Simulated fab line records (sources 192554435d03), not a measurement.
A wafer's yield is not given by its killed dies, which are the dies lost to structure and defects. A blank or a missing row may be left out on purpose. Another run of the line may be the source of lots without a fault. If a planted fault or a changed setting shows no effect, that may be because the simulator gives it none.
The tool behind it: which one? :: flow n5 finfet :: 30 wafers from 10 lots sampled at 3 of the route's 1938 steps

WHAT EACH GAUGE READ, for each wafer
N5_BEOL_M4_RC_MEAS_101.
lot: L269
measured: day 9 00:26
on: prober-01
RS_PWELL (ohm/sq): 3018 3038 3014

lot: L270
measured: day 9 04:48
on: prober-02
RS_PWELL (ohm/sq): 3008 2974 3001

lot: L272
measured: day 9 14:31
on: prober-01
RS_PWELL (ohm/sq): 3004 3007 3014

lot: L273
measured: day 9 05:35
on: prober-01
RS_PWELL (ohm/sq): 2991 3005 2976

lot: L277
measured: day 10 14:10
on: prober-02
RS_PWELL (ohm/sq): 3003 3049 3036

lot: L278
measured: day 10 16:13
on: prober-01
RS_PWELL (ohm/sq): 4273 4245 4266

lot: L279
measured: day 11 10:02
on: prober-02
RS_PWELL (ohm/sq): 4260 4340 4278

lot: L285
measured: day 12 12:24
on: prober-01
RS_PWELL (ohm/sq): 2965 2987 2991

lot: L286
measured: day 13 00:23
on: prober-01
RS_PWELL (ohm/sq): 2978 2971 2982

lot: L288
measured: day 13 03:45
on: prober-02
RS_PWELL (ohm/sq): 3005 3025 3052

EACH LOT AND THE TOOL THAT RAN IT (in order: tool; ch and the chambers of the sampled wafers; start)
lot: L269
N5_ZERO_LAYER_ETCH_18: rie si-01 ch 2,3, day 2 00:58
N5_WELL_APT_IMPLANT_31: implanter-02 ch 0, day 2 03:12

lot: L270
N5_ZERO_LAYER_ETCH_18: rie si-06 ch 0,2,3, day 2 06:49
N5_WELL_APT_IMPLANT_31: implanter-01 ch 0, day 2 09:04

lot: L272
N5_ZERO_LAYER_ETCH_18: rie si-06 ch 0,2,3, day 2 19:28
N5_WELL_APT_IMPLANT_31: implanter-02 ch 0, day 2 21:37

lot: L273
N5_ZERO_LAYER_ETCH_18: rie si-04 ch 0,2,3, day 3 00:49
N5_WELL_APT_IMPLANT_31: implanter-01 ch 0, day 3 03:32

lot: L277
N5_ZERO_LAYER_ETCH_18: rie si-01 ch 0,2, day 4 00:47
N5_WELL_APT_IMPLANT_31: implanter-02 ch 0, day 4 03:09

lot: L278
N5_ZERO_LAYER_ETCH_18: rie si-04 ch 0,1,2, day 4 07:11
N5_WELL_APT_IMPLANT_31: implanter-02 ch 0, day 4 09:47

lot: L279
N5_ZERO_LAYER_ETCH_18: rie si-06 ch 1,2, day 4 12:55
N5_WELL_APT_IMPLANT_31: implanter-02 ch 0, day 4 15:14

lot: L285
N5_ZERO_LAYER_ETCH_18: rie si-04 ch 0,2,3, day 6 00:55
N5_WELL_APT_IMPLANT_31: implanter-01 ch 0, day 6 02:59

lot: L286
N5_ZERO_LAYER_ETCH_18: rie si-04 ch 0,1,2, day 6 06:53
N5_WELL_APT_IMPLANT_31: implanter-01 ch 0, day 6 08:58

lot: L288
N5_ZERO_LAYER_ETCH_18: rie si-06 ch 0,1,2, day 6 18:48
N5_WELL_APT_IMPLANT_31: implanter-01 ch 0, day 6 21:10
- N5_ZERO_LAYER_ETCH_18: etches Si in HBr/Cl2, target depth 120 nm, time 40 s.
- N5_WELL_APT_IMPLANT_31

THE ANSWER, worked out from the rows above alone
Rule: usual is defined by the lots themselves. The widest of any qualifying gaps counts: lots, ordered by their means at a reading, are off when they make up no more than a third of the lots, leave a main group of 4 or more, and stand apart from it by 3 or more times the standard deviation of that group's means. A main group is skipped when, at the precision printed for the reading in the tables above, its means are all equal. A lot without any number at a reading at which 4 lots or more have one is off too. Any other lot the step has rows for is counted as sound.
Off: L278, L279, at N5_BEOL_M4_RC_MEAS_101 (RS_PWELL). The main group: mean 3004 ohm/sq, standard deviation 20.
A tool fits if, at a process step before that reading, it ran every lot that is off, and no sound lot after the first of them. Those tools and the gauges at N5_BEOL_M4_RC_MEAS_101 are tried in the same way. One candidate fits, namely implanter-02 at N5_WELL_APT_IMPLANT_31. Its last sound lot is L277 (day 4 03:09), its first lot that is off L278 (day 4 09:47): a fault that began between those two fits.

WHAT THE SIMULATOR PUT IN
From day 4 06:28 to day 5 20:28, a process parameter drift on implanter-02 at N5_WELL_APT_IMPLANT_31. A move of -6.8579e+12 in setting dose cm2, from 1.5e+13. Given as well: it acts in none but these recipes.
Struck lots among those shown: L278, L279. Same finding as the rule above.
